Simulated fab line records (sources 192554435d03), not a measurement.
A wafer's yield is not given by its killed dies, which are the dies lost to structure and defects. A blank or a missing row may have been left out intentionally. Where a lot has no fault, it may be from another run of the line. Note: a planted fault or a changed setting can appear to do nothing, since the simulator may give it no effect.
fab line records | flow n5_finfet
[record] lots = 6 | wafers = 18 | last_day = 17
route steps=1938 shown HKMG_FIN@450 BEOL_M4@1111
lots that met no fault: taken from a fault-free run of the same line
start_h: start of the lot's first displayed wafer, in hours after the record's first day | wait_h: hours elapsed since this lot's preceding step | " same as the row above | L1.1+2: one row covering several wafers at once | - no value, or no start given | * or withheld: withheld | < > ~ a bound
route shown NAME@n: NAME is a module with steps in the file, n the number in the route of the first one | usual: mean and standard deviation over wafers with no fault | same: alike in all rows | chamber/n: place in a boat | sites: per-site readings | _std_site: the standard deviation of these | _edge_site: the outer-site mean with the inner-site mean subtracted | radius_mm: how far each site lies from the wafer's centre | mask NAME#n: copy n | behind: the last tool/chamber to shape the wafer | hold: what put the lot on hold/how long, in hours/how the hold closed | device: the n, p or np transistor that did not switch | end of line: the route-end tests of the same wafers | a step without rows: its recipe alone | killed: dies that structure and defects cost at the first sort, which is not the same as the wafer's yield | map: shows each die of a wafer: x if killed, . if not, _ if none is there
set.NAME: the setting that was run; set.NAME@STEP: the one run at that earlier step | model.NAME: the simulator's own value behind a step, which no gauge read
a table for each step, a row for each wafer; lots at some steps of the route
services: from which hour (start_h, from the record's first day; less than 0 if before it) a tool's chamber was out of use, for how many hours, and why
[[steps]]
[step N5_HKMG_FIN_COAT_66]
[recipe] resist = SOC | temp_c = 250 | time_s = 60 | spin_rpm = 1500 | resist_thk_nm = 300
[step N5_HKMG_FIN_ETCH_67]
[recipe] chemistry = N2/H2 | target = SOC | target_depth_a = 3889 | stop_on = TiN | ion_energy_ev = 100 | bias_w = 61 | pressure_mtorr = 30 | source_w = 850 | n2_flow_sccm = 200 | h2_flow_sccm = 200
[usual] drypump_motor_current_A = 5.6/0.34 | h2_flow_sccm = 199.9/0.68 | oes_product_au = 0.76/0.065 | rf_fwd_power_W = 844.2/2.9 | rf_vpp_V = 241.0/1.3 | showerhead_plenum_p_Torr = 2.56/0.074 | throttle_valve_pct = 17.81/0.29
lot.wafer | tool        | chamber | start_h | wait_h | drypump_motor_current_A | h2_flow_sccm | oes_product_au | rf_fwd_power_W | rf_hours_counter_h | rf_vpp_V | showerhead_plenum_p_Torr | throttle_valve_pct
L406.1    | rie_diel-01 | 2       | 96.12   | -      | 5.7                     | 199.8        | 0.71           | 846.0          | 215                | 240.8    | 2.52                     | 18.26
L406.3    | "           | 3       | "       | "      | 5.6                     | 200.0        | 0.72           | 847.9          | 184                | 241.1    | 2.53                     | 18.07
L406.5    | "           | 2       | "       | "      | 5.7                     | 200.1        | 0.71           | 843.1          | -                  | 241.0    | 2.52                     | 18.25
L407.1    | rie_diel-05 | 1       | 103.71  | -      | 5.6                     | 199.7        | 0.76           | 843.7          | 161                | 242.2    | 2.62                     | 17.64
L407.2    | "           | 2       | "       | "      | 5.2                     | 200.0        | 0.71           | 841.7          | 191                | 242.9    | 2.65                     | 18.27
L407.5    | "           | 1       | "       | "      | 5.7                     | 200.1        | 0.75           | 843.2          | -                  | 242.0    | 2.62                     | 17.62
L408.1    | rie_diel-03 | 3       | 113.02  | -      | 5.7                     | 199.9        | 0.83           | 843.0          | 89                 | 241.6    | 2.48                     | 17.45
L408.5    | "           | 1       | "       | "      | 5.7                     | 200.1        | 0.87           | 841.6          | -                  | 242.5    | 2.59                     | 17.67
L408.6    | "           | 0       | "       | "      | 5.9                     | 200.2        | 0.74           | 845.0          | -                  | 241.3    | 2.65                     | 17.58
L423.2    | rie_diel-01 | 3       | 201.24  | -      | 5.6                     | 199.1        | 0.69           | 848.2          | 223                | 240.6    | 2.51                     | 18.15
L423.3    | "           | 1       | "       | "      | 5.8                     | 199.9        | 0.69           | 840.5          | 210                | 242.1    | 2.51                     | 17.47
L423.4    | "           | 0       | "       | "      | 5.9                     | 200.3        | 0.90           | 847.2          | -                  | 240.4    | 2.51                     | 17.78
L425.2    | rie_diel-01 | 0       | 210.44  | -      | 5.9                     | 200.4        | 0.88           | 849.1          | 26                 | 240.3    | 2.51                     | 17.78
L425.5    | "           | 3       | "       | "      | 5.6                     | 200.4        | 0.69           | 843.0          | -                  | 242.0    | 2.51                     | 18.14
L425.6    | "           | 0       | "       | "      | 5.9                     | 200.6        | 0.88           | 851.0          | -                  | 240.0    | 2.51                     | 17.77
L426.1    | rie_diel-03 | 2       | 217.67  | -      | 5.0                     | 200.5        | 0.72           | 844.8          | 192                | 240.1    | 2.54                     | 17.76
L426.3    | "           | 3       | "       | "      | 5.6                     | 200.8        | 0.78           | 844.5          | 129                | 238.7    | 2.46                     | 17.52
L426.6    | "           | 1       | "       | "      | 5.7                     | 200.9        | 0.81           | 841.9          | -                  | 241.7    | 2.58                     | 17.72
[step N5_HKMG_FIN_STRIP_90]
[recipe] chemistry = N2/H2 | material = SOC | time_s = 20 | power_w = 500 | temp_c = 40 | pressure_mtorr = 50 | rf_frequency_hz = 6e+07 | bias_power_w = 8 | h2_frac = 0.5 | n2_flow_sccm = 300 | h2_flow_sccm = 300
[usual] drypump_motor_current_A = 5.6/0.34 | h2_flow_sccm = 300.1/1 | oes_product_au = 0.76/0.07 | rf_fwd_power_W = 497.1/1.6 | rf_vpp_V = 54.2/0.9 | showerhead_plenum_p_Torr = 3.38/0.094 | temp_c = 39.99/0.12 | throttle_valve_pct = 19.0/0.42
lot.wafer | tool        | chamber | start_h | wait_h | drypump_motor_current_A | h2_flow_sccm | oes_product_au | rf_fwd_power_W | rf_hours_counter_h | rf_vpp_V | showerhead_plenum_p_Torr | temp_c | throttle_valve_pct
L406.1    | rie_diel-01 | 2       | 96.18   | 0.0    | 5.7                     | 301.3        | 0.73           | 500.3          | 215                | 54.4     | 3.32                     | 40.00  | 19.4
L406.3    | "           | 3       | "       | "      | 5.6                     | 299.9        | 0.73           | 497.6          | 184                | 54.5     | 3.34                     | 40.09  | 19.4
L406.5    | "           | 2       | "       | "      | 5.7                     | 300.1        | 0.73           | 497.4          | -                  | 54.0     | 3.32                     | 40.00  | 19.5
L407.1    | rie_diel-05 | 1       | 103.77  | 0.0    | 5.6                     | 299.1        | 0.75           | 498.9          | 161                | 53.8     | 3.45                     | 39.66  | 18.6
L407.2    | "           | 2       | "       | "      | 5.2                     | 300.7        | 0.71           | 497.5          | 191                | 55.9     | 3.50                     | 40.00  | 19.7
L407.5    | "           | 1       | "       | "      | 5.7                     | 300.0        | 0.74           | 497.2          | -                  | 54.4     | 3.45                     | 39.61  | 18.6
L408.1    | rie_diel-03 | 3       | 113.08  | 0.0    | 5.7                     | 299.2        | 0.84           | 497.9          | 90                 | 54.1     | 3.27                     | 40.02  | 18.6
L408.5    | "           | 1       | "       | "      | 5.7                     | 301.0        | 0.88           | 493.8          | -                  | 54.7     | 3.42                     | 40.14  | 19.0
L408.6    | "           | 0       | "       | "      | 5.9                     | 298.7        | 0.74           | 496.8          | -                  | 54.4     | 3.49                     | 40.17  | 18.7
L423.2    | rie_diel-01 | 3       | 201.30  | 0.0    | 5.6                     | 299.7        | 0.70           | 498.3          | 223                | 53.6     | 3.32                     | 40.08  | 19.4
L423.3    | "           | 1       | "       | "      | 5.8                     | 299.9        | 0.69           | 497.3          | 210                | 55.7     | 3.32                     | 39.96  | 18.5
L423.4    | "           | 0       | "       | "      | 5.9                     | 298.9        | 0.90           | 498.5          | -                  | 55.6     | 3.31                     | 39.81  | 19.0
L425.2    | rie_diel-01 | 0       | 210.50  | 0.0    | 5.9                     | 300.2        | 0.90           | 498.2          | 26                 | 53.6     | 3.31                     | 39.99  | 19.0
L425.5    | "           | 3       | "       | "      | 5.6                     | 301.5        | 0.70           | 499.5          | -                  | 55.8     | 3.32                     | 39.93  | 19.4
L425.6    | "           | 0       | "       | "      | 5.9                     | 299.6        | 0.90           | 497.0          | -                  | 53.6     | 3.31                     | 40.10  | 19.0
L426.1    | rie_diel-03 | 2       | 217.73  | 0.0    | 5.0                     | 303.6        | 0.72           | 496.5          | 192                | 54.2     | 3.36                     | 39.86  | 18.9
L426.3    | "           | 3       | "       | "      | 5.6                     | 301.9        | 0.80           | 497.5          | 129                | 54.6     | 3.25                     | 40.14  | 18.7
L426.6    | "           | 1       | "       | "      | 5.7                     | 299.2        | 0.83           | 495.6          | -                  | 55.2     | 3.40                     | 40.22  | 19.1
[step N5_HKMG_FIN_WET_ETCH_73]
[recipe] chemistry = SC1 | mix = 1:2:40 | temp_c = 50 | time_s = 42.3 | target_depth_nm = 1.3 | dry = ipa_marangoni | rinse_time_s = 30 | rinse_temp_c = 23
[step N5_HKMG_FIN_ETCHBACK_68]
[recipe] chemistry = Cl2/Ar | stop_on = HfO2 | target_depth_a = 5 | pressure_mtorr = 10 | icp_w = 600 | bias_w = 60 | Cl2_flow_sccm = 40 | Ar_flow_sccm = 60
[usual] drypump_motor_current_A = 6.1/0.44 | oes_product_au = 0.72/0.11 | rf_fwd_power_W = 596.2/1.8 | throttle_valve_pct = 20.81/0.16
lot.wafer | tool         | chamber | start_h | wait_h | drypump_motor_current_A | oes_product_au | rf_fwd_power_W | rf_hours_counter_h | throttle_valve_pct
L406.1    | rie_metal-03 | 1       | 96.34   | 0.0    | 6.4                     | 0.86           | 594.2          | 14                 | 20.53
L406.3    | "            | 1       | "       | "      | 6.4                     | 0.86           | 596.1          | -                  | 20.53
L406.5    | "            | 1       | "       | "      | 6.4                     | 0.73           | 596.8          | -                  | 20.69
L407.1    | rie_metal-02 | 0       | 103.93  | 0.0    | 5.9                     | 0.67           | 598.2          | 82                 | 20.90
L407.2    | "            | 0       | "       | "      | 5.9                     | 0.67           | 597.5          | -                  | 20.90
L407.5    | "            | 0       | "       | "      | 5.9                     | 0.67           | 598.6          | -                  | 20.91
L408.1    | rie_metal-02 | 0       | 113.24  | 0.0    | 5.9                     | 0.67           | 599.1          | 84                 | 20.91
L408.5    | "            | 0       | "       | "      | 5.9                     | 0.67           | 596.8          | -                  | 20.90
L408.6    | "            | 0       | "       | "      | 5.8                     | 0.67           | 596.6          | -                  | 20.91
L423.2    | rie_metal-03 | 1       | 201.46  | 0.0    | 6.5                     | 0.73           | 595.9          | 24                 | 20.67
L423.3    | "            | 0       | "       | "      | 5.4                     | 0.71           | 591.6          | -                  | 20.95
L423.4    | "            | 1       | "       | "      | 6.5                     | 0.82           | 594.6          | -                  | 20.57
L425.2    | rie_metal-01 | 0       | 210.66  | 0.0    | 6.3                     | 0.62           | 598.1          | 119                | 20.92
L425.5    | "            | 1       | "       | "      | 6.5                     | 0.98           | 599.3          | -                  | 20.51
L425.6    | "            | 0       | "       | "      | 6.3                     | 0.61           | 597.7          | -                  | 20.93
L426.1    | rie_metal-01 | 1       | 217.89  | 0.0    | 6.6                     | 0.97           | 594.0          | 1                  | 20.53
L426.3    | "            | 0       | "       | "      | 6.3                     | 0.62           | 597.8          | -                  | 20.90
L426.6    | "            | 0       | "       | "      | 6.3                     | 0.62           | 597.5          | -                  | 20.90
[step N5_HKMG_FIN_STRIP_69]
[recipe] chemistry = N2/H2 | power_w = 2500 | temp_c = 300 | h2_frac = 0.65 | time_s = 360 | pressure_mtorr = withheld | n2_flow_sccm = 1750 | h2_flow_sccm = 3250
[step N5_HKMG_FIN_ALD_21]
[recipe] material = TiN | target_thk_a = 15 | temp_c = 400 | ald_precursor_family = TiCl4 | ald_co_reactant = NH3 | pulse_time_s = 1 | purge_time_s = 3 | co_reactant_purge_time_s = 2 | co_reactant_pulse_time_s = 2 | ald_cycles = 68 | pressure_torr = 3
[step N5_HKMG_FIN_ALD_72]
[recipe] material = W | target_thk_a = 20 | temp_c = 300 | pressure_torr = 7.5 | ald_precursor_family = WF6 | ald_co_reactant = B2H6 | pulse_time_s = 1 | purge_time_s = 2 | co_reactant_purge_time_s = 2 | co_reactant_pulse_time_s = 3 | ald_cycles = 7
[usual] heater_power_w = 511/13 | precursor_pulse_height_rel = 0.999/0.019
lot.wafer | tool     | chamber | start_h | wait_h | heater_power_w | precursor_pulse_height_rel
L406.1    | cvd_w-02 | 1       | 97.23   | 0.2    | 512            | 1.013
L406.3    | "        | 0       | "       | "      | 526            | 0.992
L406.5    | "        | 1       | "       | "      | 520            | 1.014
L407.1    | cvd_w-01 | 0       | 104.93  | 0.2    | 488            | 1.023
L407.2    | "        | 1       | "       | "      | 488            | 1.030
L407.5    | "        | 0       | "       | "      | 503            | 0.987
L408.1    | cvd_w-02 | 0       | 114.25  | 0.2    | 506            | 0.988
L408.5    | "        | 0       | "       | "      | 518            | 1.014
L408.6    | "        | 1       | "       | "      | 517            | 1.016
L423.2    | cvd_w-02 | 0       | 202.34  | 0.2    | 538            | 0.994
L423.3    | "        | 0       | "       | "      | 537            | 0.991
L423.4    | "        | 1       | "       | "      | 529            | 1.018
L425.2    | cvd_w-02 | 1       | 211.56  | 0.2    | 530            | 1.012
L425.5    | "        | 0       | "       | "      | 516            | 0.983
L425.6    | "        | 1       | "       | "      | 505            | 1.010
L426.1    | cvd_w-01 | 0       | 218.78  | 0.2    | 502            | 0.983
L426.3    | "        | 1       | "       | "      | 509            | 0.982
L426.6    | "        | 0       | "       | "      | 509            | 1.002
[step N5_HKMG_FIN_W_FILL_22]
[recipe] material = W | target_thk_a = 600 | temp_c = 400 | pressure_torr = 39.4 | time_s = 18.2
[step N5_HKMG_FIN_PRECLEAN_83]
[recipe] chemistry = DIW | time_s = 57.5 | temp_c = 23
[step N5_HKMG_FIN_SRD_84]
[recipe] dry_time_s = 32 | dry = n2_spin | spin_rpm = 1500
[step N5_HKMG_FIN_CMP_23]
[recipe] stop_on = SiNx | t_overpolish_s = 10 | post_cmp_clean = rinse_only | down_force_psi = 4 | platen_rpm = 50.289 | pad_velocity_m_s = 1.0006 | target_thk_nm = 46.326
[usual] edge_zone_pressure_frac = 1.000/0.0048 | head_pressure_psi = 3.999/0.0088 | motor_current_A = 12.0/1.1 | overpolish_run_s = 10.000/0.0085 | slurry_flow_ml_min = 150.1/0.49 | time_to_endpoint_s = 11.7/2.1
lot.wafer | tool   | chamber | start_h | wait_h | edge_zone_pressure_frac | head_pressure_psi | motor_current_A | overpolish_run_s | slurry_flow_ml_min | time_to_endpoint_s
L406.3    | cmp-03 | 3       | 97.40   | 0.0    | 1.007                   | 4.000             | 11.6            | 10.023           | 149.5              | 11.4
L406.1    | "      | 2       | "       | "      | 1.005                   | 3.992             | 10.4            | 10.015           | 150.2              | 14.0
L406.5    | "      | 0       | "       | "      | 0.998                   | 4.002             | 11.0            | 9.996            | 150.3              | 13.7
L407.1    | cmp-02 | 2       | 105.18  | 0.1    | 1.005                   | 3.997             | 12.1            | 10.007           | 149.5              | 13.5
L407.2    | "      | 3       | "       | "      | 0.996                   | 3.996             | 11.6            | 10.003           | 149.5              | 12.1
L407.5    | "      | 2       | "       | "      | 1.001                   | 3.994             | 11.3            | 10.000           | 148.9              | 16.6
L408.1    | cmp-03 | 0       | 114.58  | 0.2    | 0.992                   | 3.990             | 11.2            | 10.006           | 150.5              | 14.0
L408.5    | "      | 2       | "       | "      | 0.996                   | 3.983             | 11.1            | 9.985            | 150.6              | 11.9
L408.6    | "      | 3       | "       | "      | 0.999                   | 4.003             | 11.7            | 10.005           | 150.2              | 9.6
L423.2    | cmp-02 | 0       | 202.51  | 0.0    | 1.007                   | 4.007             | 13.2            | 9.996            | 150.9              | 10.6
L423.4    | "      | 1       | "       | "      | 0.993                   | 3.998             | 11.8            | 9.999            | 149.8              | 10.6
L423.3    | "      | 2       | "       | "      | 0.991                   | 4.001             | 12.6            | 10.003           | 150.2              | 9.6
L425.2    | cmp-02 | 2       | 211.97  | 0.3    | 0.994                   | 4.005             | 11.8            | 10.000           | 150.2              | 14.7
L425.6    | "      | 3       | "       | "      | 1.006                   | 3.990             | 11.8            | 9.972            | 149.6              | 11.4
L425.5    | "      | 0       | "       | "      | 0.997                   | 4.008             | 13.0            | 10.000           | 149.8              | 12.8
L426.1    | cmp-02 | 0       | 219.11  | 0.2    | 0.994                   | 4.000             | 12.9            | 10.012           | 150.1              | 12.8
L426.3    | "      | 1       | "       | "      | 1.007                   | 4.003             | 11.1            | 9.987            | 149.7              | 15.7
L426.6    | "      | 2       | "       | "      | 0.999                   | 3.996             | 12.1            | 9.995            | 150.5              | 14.2
[step N5_HKMG_FIN_CMP_94]
[recipe] stop_on = SiNx | post_cmp_clean = w_dilute_nh4oh | t_overpolish_s = 4.7 | down_force_psi = 4 | platen_rpm = 50.289 | pad_velocity_m_s = 1.0006 | target_thk_nm = 43.299
[usual] edge_zone_pressure_frac = 1.000/0.005 | head_pressure_psi = 3.999/0.0085 | motor_current_A = 12.0/1.1 | slurry_flow_ml_min = 150.0/0.45
lot.wafer | tool   | chamber | start_h | wait_h | edge_zone_pressure_frac | head_pressure_psi | motor_current_A | slurry_flow_ml_min | model.W_of_HKMG_FIN_W_FILL_22.thk_nm | model.SiNx_of_SDB_ALD_29.thk_nm
L406.3    | cmp-03 | 3       | 97.88   | 0.4    | 0.995                   | 3.992             | 11.1            | 150.7              | 41.4                                 | 28.2
L406.1    | "      | 2       | "       | "      | 1.000                   | 4.005             | 10.7            | 150.4              | 43.8                                 | 28.2
L406.5    | "      | 0       | "       | "      | 0.997                   | 3.994             | 10.9            | 150.2              | 43.4                                 | 28.4
L407.1    | cmp-02 | 2       | 105.61  | 0.3    | -                       | -                 | -               | -                  | 46.6                                 | 29
L407.2    | "      | 3       | "       | "      | -                       | -                 | -               | -                  | 47                                   | 28.6
L407.5    | "      | 2       | "       | "      | -                       | -                 | -               | -                  | 47.8                                 | 28.8
L408.1    | cmp-03 | 0       | 114.96  | 0.3    | -                       | -                 | -               | -                  | 46.6                                 | 28.8
L408.5    | "      | 2       | "       | "      | -                       | -                 | -               | -                  | 44.6                                 | 29
L408.6    | "      | 3       | "       | "      | -                       | -                 | -               | -                  | 45.8                                 | 28.8
L423.2    | cmp-02 | 0       | 202.99  | 0.4    | 0.998                   | 4.002             | 13.0            | 149.5              | 41.8                                 | 28.6
L423.4    | "      | 1       | "       | "      | 1.002                   | 3.994             | 11.3            | 149.4              | 42.8                                 | 28.4
L423.3    | "      | 2       | "       | "      | 1.001                   | 4.004             | 12.2            | 150.0              | 43.2                                 | 28.8
L425.2    | cmp-02 | 2       | 212.30  | 0.2    | 1.001                   | 4.006             | 12.0            | 150.6              | 43.8                                 | 28.2
L425.6    | "      | 3       | "       | "      | 1.005                   | 4.001             | 11.1            | 149.5              | 43.4                                 | 28.4
L425.5    | "      | 0       | "       | "      | 1.007                   | 4.009             | 13.4            | 150.9              | 42.2                                 | 28.4
L426.1    | cmp-02 | 0       | 219.49  | 0.3    | 0.993                   | 3.991             | 13.1            | 149.8              | 45                                   | 28.4
L426.3    | "      | 1       | "       | "      | 0.988                   | 3.993             | 11.3            | 150.1              | 44.2                                 | 28.2
L426.6    | "      | 2       | "       | "      | 1.005                   | 4.002             | 12.4            | 149.7              | 43.6                                 | 28.4
[step N5_BEOL_M4_RC_MEAS_101]
[usual] DIBL_N = 36.9/1.6 | DIBL_P = 37.1/2 | IOFF_N = 0.17/0.032 | IOFF_P = 0.22/0.036 | ION_N = 674/12 | ION_P = 463/7.8 | SS_N = 71.7/0.63 | SS_P = 73.5/0.62 | VT_N = 249/3.3 | VT_P = -250/3.5
lot.wafer | tool      | chamber | start_h | wait_h | DIBL_N[mV/V] | DIBL_P[mV/V] | IOFF_N[nA/um] | IOFF_P[nA/um] | ION_N[uA/um] | ION_P[uA/um] | SS_N[mV/dec] | SS_P[mV/dec] | VT_N[mV] | VT_P[mV]
L406.1    | prober-01 | 0       | 195.01  | 0.0    | 35.5         | 35.9         | 0.16          | 0.23          | 674          | 466          | 71.3         | 73.1         | 250      | -248
L406.3    | "         | 0       | "       | "      | 38.3         | 39.5         | 0.23          | 0.30          | 686          | 473          | 72.6         | 74.2         | 245      | -241
L406.5    | "         | 0       | "       | "      | 37.9         | 39.1         | 0.20          | 0.28          | 691          | 474          | 72.2         | 73.8         | 246      | -246
L423.2    | prober-02 | 0       | 298.55  | 0.2    | 35.2         | 33.8         | 0.13          | 0.21          | 677          | 471          | 70.9         | 73.2         | 254      | -250
L423.3    | "         | 0       | "       | "      | 34.8         | 32.4         | 0.12          | 0.18          | 657          | 456          | 71.0         | 72.9         | 254      | -252
L423.4    | "         | 0       | "       | "      | 36.9         | 35.5         | 0.15          | 0.24          | 689          | 475          | 71.6         | 73.8         | 249      | -248
L425.2    | prober-01 | 0       | 302.28  | 0.2    | 35.2         | 34.0         | 0.14          | 0.24          | 670          | 467          | 71.5         | 73.5         | 250      | -246
L425.5    | "         | 0       | "       | "      | 37.1         | 35.2         | 0.17          | 0.25          | 688          | 475          | 71.8         | 73.7         | 250      | -246
L425.6    | "         | 0       | "       | "      | 37.9         | 35.5         | 0.19          | 0.26          | 680          | 469          | 72.2         | 73.1         | 246      | -245
L426.1    | prober-01 | 0       | 309.93  | 0.0    | 36.5         | 37.0         | 0.16          | 0.23          | 683          | 469          | 71.9         | 73.0         | 248      | -246
L426.3    | "         | 0       | "       | "      | 36.5         | 38.3         | 0.15          | 0.25          | 669          | 463          | 71.4         | 73.4         | 252      | -245
L426.6    | "         | 0       | "       | "      | 36.6         | 37.2         | 0.16          | 0.24          | 675          | 467          | 71.7         | 73.4         | 249      | -248
[[services]]
tool         | chamber | start_h | hours | kind
cmp-03       | -       | 79.69   | 0.6   | repair
rie_metal-02 | -       | 89.89   | 1.2   | repair
rie_diel-03  | -       | 93.58   | 15.6  | pm
cmp-03       | -       | 101.68  | 1.2   | repair
rie_metal-02 | 0       | 122.24  | 33.3  | repair
rie_metal-03 | -       | 123.70  | 0.8   | repair
rie_diel-03  | -       | 128.92  | 2.1   | repair
cmp-03       | -       | 129.47  | 6.0   | repair
rie_diel-05  | 2       | 141.89  | 14.4  | repair
cmp-02       | -       | 143.59  | 0.5   | repair
cmp-02       | -       | 146.49  | 5.1   | repair
rie_diel-03  | 1       | 159.93  | 2.5   | repair
cvd_w-02     | 1       | 168.46  | 4.6   | repair
rie_diel-03  | -       | 170.76  | 0.3   | repair
rie_diel-01  | -       | 179.88  | 15.6  | pm
cmp-03       | -       | 185.86  | 5.9   | repair
cvd_w-02     | -       | 186.93  | 2.1   | repair
cmp-02       | -       | 187.40  | 2.3   | repair
cmp-02       | -       | 195.88  | 1.1   | repair
rie_diel-01  | -       | 198.29  | 0.4   | repair
cmp-03       | -       | 203.28  | 1.0   | repair
cmp-02       | -       | 204.74  | 0.2   | repair
cmp-03       | -       | 208.51  | 0.7   | repair
cvd_w-02     | 1       | 216.16  | 14.4  | repair
[[key]]
[first_sign] step = N5_HKMG_FIN_CMP_94 | reading = tool_record | direction = missing
effect none on later readings
[model_effect] step = N5_HKMG_FIN_CMP_94 | value = W_of_HKMG_FIN_W_FILL_22.thk_nm | without = 43.4 | struck = 46.4
met_at N5_HKMG_FIN_CMP_94
struck_wafers L407.1,L407.2,L407.5,L408.1,L408.5,L408.6
later_rows_left_out L407.1,L407.2,L407.5,L408.1,L408.5,L408.6
sort_left_out L407.1,L407.2,L407.5,L408.1,L408.5,L408.6
onset_between 97.88 105.61
[fault] kind = skipped_step_whole | tool = cmp-02,cmp-03 | chamber = - | onset_h = 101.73 | steps = N5_HKMG_FIN_CMP_94 | scope = struck_lots_only
// sort_left_out: the simulated sort isn't trusted on such a fault, so these wafers' sort isn't shown, and their yield isn't known
// later_rows_left_out: the simulator's readings of these wafers behind a module that went badly wrong aren't trusted and aren't shown, but for the sort
